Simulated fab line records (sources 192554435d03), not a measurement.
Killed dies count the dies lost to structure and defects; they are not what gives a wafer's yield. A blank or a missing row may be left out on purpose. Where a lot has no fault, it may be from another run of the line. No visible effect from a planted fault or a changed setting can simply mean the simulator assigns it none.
fab line records    flow n5-finfet
record: lots: 4  wafers: 12  last-day: 17
route steps=1938 shown BEOL_M3@931 BEOL_M4@1111 PASSIVATION@1936
lots untouched by any fault: they come from a run of this same line in which no faults occurred
start-h: the number of hours between the record's first day and the start of the first shown wafer of the lot    wait-h: hours since the lot's step before    " repeats the value in the row above    L1.1+2: several wafers, shown together as one row    - value missing, or start not given    * or withheld: withheld    < > ~ a bound
route shown NAME@n: a module of which the file shows steps, and the number in the route of the first    usual: the fault-free wafers' mean and standard deviation    same: alike in all rows    chamber/n: place in a boat    sites: readings site by site    _std_site: how widely they spread, as a standard deviation    _edge_site: the outer-site mean with the inner-site mean subtracted    radius-mm: for every site, how far away it sits from the centre of the wafer    mask NAME#n: copy n    behind: tool/chamber where the wafer was last shaped    hold: cause of the lot's hold/its duration in hours/its outcome    device: the n, p or np transistor that did not switch    end of line: the tests these same wafers got at the end of their route    a step without rows: its recipe alone    killed: at the first sort, the dies lost to defects and structure; wafer yield is something else    map: a wafer's dies, x killed, . not, _ none there
set.NAME: the setting the step ran with; set.NAME@STEP: the setting that earlier step ran with    model.NAME: the simulator's own value behind a step, which no gauge read
lots seen at some steps along the route; tables by step, rows by wafer
services: when a tool's chamber went out of use (start-h, in hours from the record's first day, below 0 if earlier), for how many hours, and the reason
== steps ==
step: N5_BEOL_M3_ILD_DEP_00
recipe: material: SiOC  target-thk-a: 790  temp-c: 350  precursor: DEMS/O2  pressure-torr: 5  rf-w: 500  time-s: 15.3
step: N5_BEOL_M3_PECVD_72
recipe: material: SiO2  target-thk-a: 160  temp-c: 400  precursor: TEOS/O2  pressure-torr: 5.5  rf-w: 450  teos-flow-sccm: 53.8  gas: O2  flow-sccm: 3000  time-s: 18
step: N5_BEOL_M3_HM_DEP_02
recipe: material: TiN  target-thk-a: 200  temp-c: 25  chamber-pressure-pa: 0.49996
step: N5_BEOL_M3_COAT_61
recipe: resist: SOC  temp-c: 250  time-s: 60  spin-rpm: 1500  resist-thk-nm: 60
step: N5_BEOL_M3_COAT_62
recipe: resist: SiARC  temp-c: 220  time-s: 60  spin-rpm: 1500  resist-thk-nm: 12
step: N5_BEOL_M3_COAT_73
recipe: resist: underlayer  temp-c: 205  time-s: 60  spin-rpm: 1500  resist-thk-nm: 5
step: N5_BEOL_M3_COAT_05
recipe: resist: CAR-EUV  spin-rpm: 1500  resist-thk-nm: 30
step: N5_BEOL_M3_EBR_07
recipe: solvent: PGMEA  ebr-width-mm: 1.5
step: N5_BEOL_M3_SOFTBAKE_06
recipe: temp-c: 110  time-s: 60  resist: CAR-EUV
step: N5_BEOL_M3_EXPOSE_08
recipe: mask-id: M3  na: 0.33  source-shape: dipole  sigma-inner: 0.369  sigma-outer: 0.767  polarization: unpolarized  dose-mj: 33
same: sigma-inner: 0.369
lot.wafer   tool            chamber  start-h  wait-h  mask  model.BEOL_M3.overlay-x-nm
L795.1+3+5  euv-scanner-01  0        148.11   -       M3#0  0
L809.3+4+6  euv-scanner-01  0        232.97   -       M3#0  11
L810.1+3+5  euv-scanner-01  0        233.17   -       M3#0  11.2
L817.2+4+5  euv-scanner-02  0        288.02   -       M3#0  0.4
step: N5_BEOL_M3_PEB_09
recipe: peb-temp-c: 100  peb-time-s: 60  resist: CAR-EUV
step: N5_BEOL_M3_DEVELOP_10
recipe: develop-time-s: 30  developer: TMAH  resist: CAR-EUV  rinse-liquid: surfactant-rinse  dry: air-spin  dev-temp-c: 23
step: N5_BEOL_M3_OVL_MEAS_12
recipe: points-per-wafer: 522
usual: M3_OVL: -0.4/0.8
lot.wafer  tool        chamber  start-h  wait-h  M3_OVL[nm]
L795.1     overlay-01  0        148.26   0.0     1.0
L795.3     "           0        "        "       0.9
L795.5     "           0        "        "       0.3
L809.3     overlay-02  0        233.13   0.0     10.5
L809.4     "           0        "        "       11.7
L809.6     "           0        "        "       11.4
L810.1     overlay-02  0        233.33   0.0     11.4
L810.3     "           0        "        "       11.8
L810.5     "           0        "        "       10.8
L817.2     overlay-01  0        288.18   0.0     0.3
L817.4     "           0        "        "       0.6
L817.5     "           0        "        "       -0.5
step: N5_BEOL_M3_DESCUM_16
recipe: chemistry: O2  time-s: 7  source-power-w: 50  bias-power-w: 20  pressure-mtorr: 20  rf-frequency-hz: 2.712e+07  temp-c: 40  resist: CAR-EUV  o2-flow-sccm: 225
step: N5_BEOL_M3_ETCH_74
recipe: chemistry: N2/H2  target: underlayer  target-depth-a: 65  mask-material: CAR-EUV  time-s: 5.2  ion-energy-ev: 200  pressure-mtorr: 30  source-w: 840  bias-w: 150  n2-flow-sccm: 200  h2-flow-sccm: 200  ends: cleared
step: N5_BEOL_M3_ETCH_63
recipe: chemistry: CF4  target: SiARC  target-depth-a: 156  mask-material: CAR-EUV  time-s: 26  ion-energy-ev: 80  pressure-mtorr: 40  source-w: 545  bias-w: 36  Ar_flow_sccm: 100  cf4-flow-sccm: 100  ends: cleared
step: N5_BEOL_M3_ETCH_64
recipe: chemistry: N2/H2  target: SOC  target-depth-a: 750  overetch-a: 150  mask-material: SiARC  temp-c: 40  time-s: 112.5  ion-energy-ev: 200  pressure-mtorr: 30  source-w: 840  bias-w: 150  n2-flow-sccm: 200  h2-flow-sccm: 200
step: N5_BEOL_M3_STRIP_65
recipe: chemistry: N2/H2  temp-c: 40  n2-flow-sccm: 200  h2-flow-sccm: 200  rf-frequency-hz: 6e+07
step: N5_BEOL_M3_STRIP_75
recipe: chemistry: N2/H2  temp-c: 40  n2-flow-sccm: 200  h2-flow-sccm: 200  rf-frequency-hz: 6e+07
step: N5_BEOL_M3_STRIP_66
recipe: chemistry: CF4  resist: SiARC  power-w: 300  bias-power-w: 75  pressure-mtorr: 50  cf4-flow-sccm: 150  rf-frequency-hz: 6e+07
step: N5_BEOL_M3_HM_OPEN_17
recipe: chemistry: Cl2/BCl3  target-depth-a: 200  overetch-a: 60  target: TiN  mask-material: SOC  ion-energy-ev: 150  pressure-mtorr: 10  icp-w: 1000  bias-w: 126  Cl2_flow_sccm: 53.25  bcl3-flow-sccm: 21.75  Ar_flow_sccm: 25
step: N5_BEOL_M3_STRIP_19
recipe: chemistry: O2  power-w: 400  temp-c: 40  pressure-mtorr: 30  rf-frequency-hz: 6e+07  bias-power-w: 0  overash-fraction: 0.2  o2-flow-sccm: 225
step: N5_BEOL_M3_COAT_67
recipe: resist: SOC  temp-c: 250  time-s: 60  spin-rpm: 1500  resist-thk-nm: 60
step: N5_BEOL_M3_COAT_68
recipe: resist: SiARC  temp-c: 220  time-s: 60  spin-rpm: 1500  resist-thk-nm: 12
step: N5_BEOL_M3_COAT_76
recipe: resist: underlayer  temp-c: 205  time-s: 60  spin-rpm: 1500  resist-thk-nm: 5
step: N5_BEOL_M3_COAT_22
recipe: resist: CAR-EUV  spin-rpm: 1500  resist-thk-nm: 30
step: N5_BEOL_M3_EBR_24
recipe: solvent: PGMEA  ebr-width-mm: 1.5
step: N5_BEOL_M3_SOFTBAKE_23
recipe: temp-c: 110  time-s: 60  resist: CAR-EUV
step: N5_BEOL_M3_EXPOSE_25
recipe: mask-id: V2  na: 0.33  source-shape: quasar  sigma-inner: 0.2  sigma-outer: 0.8  polarization: unpolarized  defocus-nm: 5  dose-mj: 63
step: N5_BEOL_M3_PEB_26
recipe: peb-temp-c: 100  peb-time-s: 60  resist: CAR-EUV
step: N5_BEOL_M3_DEVELOP_27
recipe: develop-time-s: 30  developer: TMAH  resist: CAR-EUV  rinse-liquid: surfactant-rinse  dry: air-spin  dev-temp-c: 23
step: N5_BEOL_M3_DESCUM_33
recipe: chemistry: O2  time-s: 7  source-power-w: 50  bias-power-w: 20  pressure-mtorr: 20  rf-frequency-hz: 2.712e+07  temp-c: 40  resist: CAR-EUV  o2-flow-sccm: 225
step: N5_BEOL_M3_ETCH_77
recipe: chemistry: N2/H2  target: underlayer  target-depth-a: 65  mask-material: CAR-EUV  time-s: 5.2  ion-energy-ev: 200  pressure-mtorr: 30  source-w: 840  bias-w: 150  n2-flow-sccm: 200  h2-flow-sccm: 200  ends: cleared
step: N5_BEOL_M4_RC_MEAS_101
usual: DIBL_N: 37.5/2  DIBL_P: 37.5/2.5  IOFF_N: 0.18/0.042  IOFF_P: 0.24/0.046  ION_N: 677/15  ION_P: 464/9.5  SS_N: 72.0/0.76  SS_P: 73.6/0.79  VT_N: 249/3.5  VT_P: -249/3.2
lot.wafer  tool       chamber  start-h  wait-h  DIBL_N[mV/V]  DIBL_P[mV/V]  IOFF_N[nA/um]  IOFF_P[nA/um]  ION_N[uA/um]  ION_P[uA/um]  SS_N[mV/dec]  SS_P[mV/dec]  VT_N[mV]  VT_P[mV]
L795.1     prober-02  0        170.03   0.0     38.2          37.0          0.22           0.22           669           454           73.4          73.9          248       -249
L795.3     "          0        "        "       35.5          36.4          0.15           0.20           679           461           71.8          73.3          247       -250
L795.5     "          0        "        "       34.5          35.1          0.14           0.18           682           463           70.9          73.0          250       -251
L809.3     prober-01  0        248.52   0.3     39.5          39.5          0.21           0.27           694           472           72.1          73.6          245       -245
L809.4     "          0        "        "       35.8          34.5          0.14           0.19           670           461           71.5          73.6          251       -251
L809.6     "          0        "        "       39.7          40.4          0.23           0.30           692           472           71.9          74.5          245       -247
L810.1     prober-02  0        253.38   0.0     37.7          36.9          0.17           0.22           665           458           71.9          73.0          252       -251
L810.3     "          0        "        "       36.1          35.2          0.13           0.19           656           453           71.2          72.4          256       -253
L810.5     "          0        "        "       38.3          38.4          0.19           0.23           703           482           71.4          73.3          246       -247
L817.2     prober-02  0        307.21   0.2     38.2          38.8          0.21           0.24           712           479           72.3          73.4          244       -250
L817.4     "          0        "        "       34.5          35.0          0.14           0.19           678           470           70.9          72.2          249       -250
L817.5     "          0        "        "       39.4          39.4          0.23           0.24           684           466           73.2          74.1          246       -249
step: N5_PASSIVATION_PROBE_49
usual: defect-limited-yield: 91.8/1.5  killed_at_M0_to_M3: 33/11  killed_at_M4_up: 13/5  killed-at-contacts: 11/5.6  killed-at-front-end: 36/12  killed-at-other: 3.4/2.5  killed-dies: 97/18  killed-on-rim: 12/4.2  killed-open: 64/13  killed-short: 31/6.9  sort_bin_5_function: 4.8/1  sort_bin_6_memory: 3.1/0.64  sort_bin_8_speed: 0.00/0.014  sort-n-pass: 1083/18  sort-yield-pct: 91.8/1.5
same: gross-dies: 1180  killed-at-back-side: 0  sort_bin_4_leakage[%]: 0
lot.wafer  tool       chamber  start-h  wait-h  defect-limited-yield[%]  killed_at_M0_to_M3  killed_at_M4_up  killed-at-contacts  killed-at-front-end  killed-at-other  killed-dies  killed-on-rim  killed-open  killed-short  sort_bin_5_function[%]  sort_bin_6_memory[%]  sort_bin_8_speed[%]  sort-n-pass  sort-yield-pct[%]
L809.3     prober-02  -        352.75   0.1     26.5                     792                 14               7                   53                   1                867          102            82           35            37.0                    3.6                   0                    313          26.5
L809.4     prober-02  -        352.80   0.2     13.1                     909                 15               6                   93                   2                1025         134            119          38            43.1                    5.6                   0                    155          13.1
L809.6     prober-02  -        352.90   0.3     22.7                     809                 20               3                   73                   7                912          112            92           41            38.1                    5.0                   0                    268          22.7
L810.1     prober-01  -        370.17   0.0     22.4                     856                 13               15                  29                   3                916          116            53           28            37.0                    3.1                   0                    264          22.4
L810.3     prober-01  -        370.27   0.1     14.8                     951                 16               7                   30                   1                1005         127            52           31            45.2                    2.5                   0                    175          14.8
L810.5     prober-01  -        370.37   0.2     38.2                     657                 18               14                  38                   2                729          91             84           33            30.5                    4.0                   0                    451          38.2
killed by level:class
L809.3 BEOL_M3:overlay=750 STI_FIN_REVEAL:geometric-particle:open=13 FIN_SAQP:geometric-particle:open=13 FIN_SAQP:geometric-particle:short=12 BEOL_M0_SAQP:geometric-particle:open=9 BEOL_M3:geometric-particle:open=9 BEOL_M4:geometric-particle:open=8 MOL_CONTACT_COAG:geometric-particle:open=7
L809.4 BEOL_M3:overlay=866 FIN_SAQP:geometric-particle:open=40 FIN_SAQP:geometric-particle:short=12 GATE_CUT:geometric-particle:open=11 BEOL_M2:geometric-particle:open=11 BEOL_M0_SAQP:geometric-particle:open=9 DUMMY_GATE:geometric-particle:open=8 GATE_CUT:geometric-particle:short=8
L809.6 BEOL_M3:overlay=776 STI_FIN_REVEAL:geometric-particle:open=25 FIN_SAQP:geometric-particle:open=16 BEOL_M4:geometric-particle:open=10 FIN_SAQP:geometric-particle:short=9 GATE_CUT:geometric-particle:short=8 BEOL_M0_SAQP:geometric-particle:open=6 BEOL_M3:geometric-particle:open=6
L810.1 BEOL_M3:overlay=833 MOL_CONTACT_COAG:geometric-particle:open=12 FIN_SAQP:geometric-particle:short=7 STI_FIN_REVEAL:geometric-particle:open=6 BEOL_M4:geometric-particle:open=6 BEOL_M0_SAQP:geometric-particle:open=5 BEOL_M3:geometric-particle:open=5 BEOL_M0_SAQP:geometric-particle:short=4
L810.3 BEOL_M3:overlay=921 FIN_SAQP:geometric-particle:short=10 FIN_SAQP:geometric-particle:open=7 BEOL_M1:geometric-particle:open=7 MOL_CONTACT_COAG:geometric-particle:open=6 BEOL_M4:geometric-particle:open=6 BEOL_M2:geometric-particle:open=5 BEOL_M0_SAQP:geometric-particle:open=4
L810.5 BEOL_M3:overlay=610 BEOL_M1:geometric-particle:open=15 MOL_CONTACT_COAG:geometric-particle:open=12 BEOL_M0_SAQP:geometric-particle:open=11 FIN_SAQP:geometric-particle:short=9 STI_FIN_REVEAL:geometric-particle:open=9 FIN_SAQP:geometric-particle:open=6 BEOL_M0_SAQP:geometric-particle:short=6
map L809.4 (x killed, . not)
_________________xxxxxxxxxxxx________________
______________xxxxxxxxxx.xxx.xxx_____________
___________xxxxxxxxxx.xxxxx.xxxxxxx__________
__________xxx.xxxxxx.xxxxx.xxxxxxxxx_________
________xx.xx.x.xxxxxxxxxxxxxxx.xx.xxx_______
_______xxxxxxxx.xxxxxxxxxxxx.xx.xxxxx.x______
______x..xxxxx.xxxxxxxxxx..xxxx.xxxxxx.._____
_____xxxxxxxxxxxxxxxxxxxxxxxxxxxxxxxxx.xx____
____xxxxxxxxx.xx..xxxxxxxx.x.xx.xx.xxxxxxx___
___xxxxxxxxxx.xxxxxxxx.xxxxxxxx.xxxxxxxxxxx__
___x..xx.xxxxxx.xxxxxxxxxxx.xxxxxxxxxxxx.x.__
__xxx.xxx..xxxxxxxxxxxxxxxxxxxxxxxx.xxxx.xxx_
__xxxx.xxxxxxxxxxxxxxx.xxxxxxxx.xxxxxxx.xxxx_
_xxxx.xxxxxxxxxxxxx.xxxxxxxxx.xxxxxxxxxxxxxxx
_xxxxxxxxxx..xxxx.xxxx.xxxxxxxxxxxxx.xxxxxxxx
_xx.xxxx.xxxxxxxxxxxxxx.xxxxx.x.xxxxxxxxxxxx.
_xxxxxxxx..xxxxxx...xxxx.xxx.xx.xxxxxxx.xxxxx
_xxxxxxxxxxxxxxxxxxxxxxxx.xxx.xxx.xx.xxxxxxxx
_.x.x.xxxxxxxx.xxxxxxx.xxxxxx.xx.xxxxx.xxxxx.
_x.x.xxxxxxxxxxxxxxxxxxxxxxx.xxxxxx.xxx.xxx.x
_xxxx.xxxxxx.xxx..xxxxxxxxx..xx...xxx..xxxxxx
__xxxxxxxxxxx.xxxxxxxxxxxxxx.xxxxxxx.xx.xxx._
__xxxxx.xxxxxxxxxxxxxxxx.xxxxxx.xxxxxxx.xxxx_
___xxxxxx.xxxxx.xxxxxx.x..xxxxxxxxxxxxxxxxx__
___xxxxxxxx.xxxxxx.xxxxxxxxxxx.x.xxxxx.xxxx__
____xx..xxxxxx.x.xxxxxxxxxx.xxxxxxxxxxxx.x___
_____xxxxx..xxxxx.xxxxx..xxx.xxxxxxxxxxxx____
______xx.xxx.xxx.xxx.xxxxxxxxxxxxxxx.xxx_____
_______xx.xxxxxxxxxxxxxxxxxxxxxxxxxxxxx______
________..xxxxxxxxxx.xxxxx.xx.xxxx.xxx_______
__________..xxxxxxxxxxxxxxxxxxxxxxxx_________
___________xxxxxxxxxxxx.x.x.xxxxxxx__________
______________xxxxxxxxxxxx.x.xxx_____________
_________________xxxxxx.xxxxx________________
map L810.3 (x killed, . not)
_________________xxx...xx.x.x________________
______________xx...xxxxxxxxxxxxx_____________
___________.xxxxxxxxxxx.xxxxxxxxxx.__________
__________xxxxxxx.xxxxxx.xxxxxx.xxx._________
________xxxx.xxx.x.xxxxxxxxxxxxxxxx.xx_______
_______xxxxxxx.xxxxxxx.xxxx.xxx.xxxxx.x______
______.xx.xxxxxx.xxxxxxx.x.xx.xx.xxxxxxx_____
_____xx.xxxxxxxxxxxxx.xxxxxxxxx.xxx.x..xx____
____xxxxxxxxx.xxxxxxxxx.x.xxxxx.xxx.xxxxxx___
___x.xxxxx.x..xxxxxxxxxxxxxxxxxxxxxx..x.xxx__
___xxxxxxxxxxxxxxx.xxxxxxx.xxxx.xxxx.xxxxxx__
__xxxxxxxxxxxxxxxxxxxxxxxx.xxxxxxx.xxxxxxx.x_
__xxxxx.xxxxxxx.x.xxxxxxx.xxxxxxxxxxxxxx.xxx_
_xxxxxxxxxx..xxxxxxx.xxxxxxxxxxxxxxxxx.x.xxxx
_xxx.xxxxxxxxxx..xxxxxxxxxxxxxx..xx..x.xxxxxx
_xxxxxxxx.x.xxx.xxx..xxxxx.x.xxxxxxxxx.xxxxxx
_xx.xxxxxxx.xxxxxxxxx.xxxxxxxxxxxxxxxxxx.x.xx
_xx.x.x..xxxxxx..xxxxx.xxxxxxxxxxxxxxx.xxx.xx
_xxxxxxxxx.xxxxxxxx.xxxx.xxxxxxxxxxxxx.xx.xxx
_xxxx.x.xx.xxx.xxx.xxxxxx.xxxxxxxxxxxxx..xxxx
_..xxxxxxxxxxxxxxxxxxxxxxx.xxxxx.xxxxxxxxxx..
__xxxxxx.xxxxxx.xxx.xxxxxxx.xxxxxxxxxxxxxx.x_
__xxxxx.xxxxxx.xxx.xxxxxxxxx.x.xxx.x.xxxxxxx_
___xxxxxxxxx.xxxx..xxxxxxxxxx.xxxxxxxxxxxxx__
___xxxxx.xxxxx..xxxxxxxxxxxxxxxx.xxx.x.x.xx__
____xxxxxxxx.xxxxxxx.xxxxxxxxxxx.xxxxxx.xx___
_____xx.xxxxxxxxxxx.xxxxxxx.xxxxxxxxxxxx.____
______x..xxxxxx.x..xxxxxxxxxx...xxxx.xxx_____
_______xxxxxxxxx.xxxxxxx..xxxxxxx.xxxxx______
________xxx.x.xxxxx..xxxxxxxxxxxxxxxxx_______
__________xxxx.x..xxxxx.xxxxxxxx.xxx_________
___________xxxxxxxxxxxx.xxxxxxxxxxx__________
______________xx.xxxx.xxx.xxx.xx_____________
_________________xxxxxx.xx.xx________________
== services ==
tool            chamber  start-h  hours  kind
euv-scanner-02  -        131.94   0.9    repair
euv-scanner-02  -        134.11   5.8    pm
euv-scanner-01  -        139.89   1.0    pm
euv-scanner-02  -        145.01   1.0    pm
euv-scanner-01  -        195.78   1.0    pm
euv-scanner-02  -        201.16   1.0    pm
euv-scanner-01  -        214.51   4.6    pm
euv-scanner-02  -        227.27   0.2    repair
euv-scanner-02  0        230.44   -      calibration
euv-scanner-01  0        243.66   -      calibration
euv-scanner-01  -        251.93   1.0    pm
euv-scanner-02  -        256.50   4.6    pm
euv-scanner-01  -        265.95   5.8    pm
euv-scanner-02  -        272.81   1.7    repair
== key ==
first-sign: step: N5_BEOL_M3_OVL_MEAS_12  reading: M3_OVL  direction: up  sigmas: 15  usual: -0.4  struck: 11.3
effect: step: N5_PASSIVATION_PROBE_49  reading: killed_at_M0_to_M3  direction: up  sigmas: 74  usual: 33  struck: 829
model-effect: step: N5_BEOL_M3_EXPOSE_08  value: BEOL_M3.overlay-x-nm  without: -0.2  struck: 11.1
more-kills-born-at: N5_BEOL_M3_EXPOSE_08@euv-scanner-01: 4756
met-at N5_BEOL_M3_EXPOSE_08
struck-wafers L809.3,L809.4,L809.6,L810.1,L810.3,L810.5
onset-between 148.11 232.97
fault: kind: scanner-matching-overlay  tool: euv-scanner-01  chamber: -  onset-h: 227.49  steps: N5_BEOL_M3_EXPOSE_08  offset: 11.246
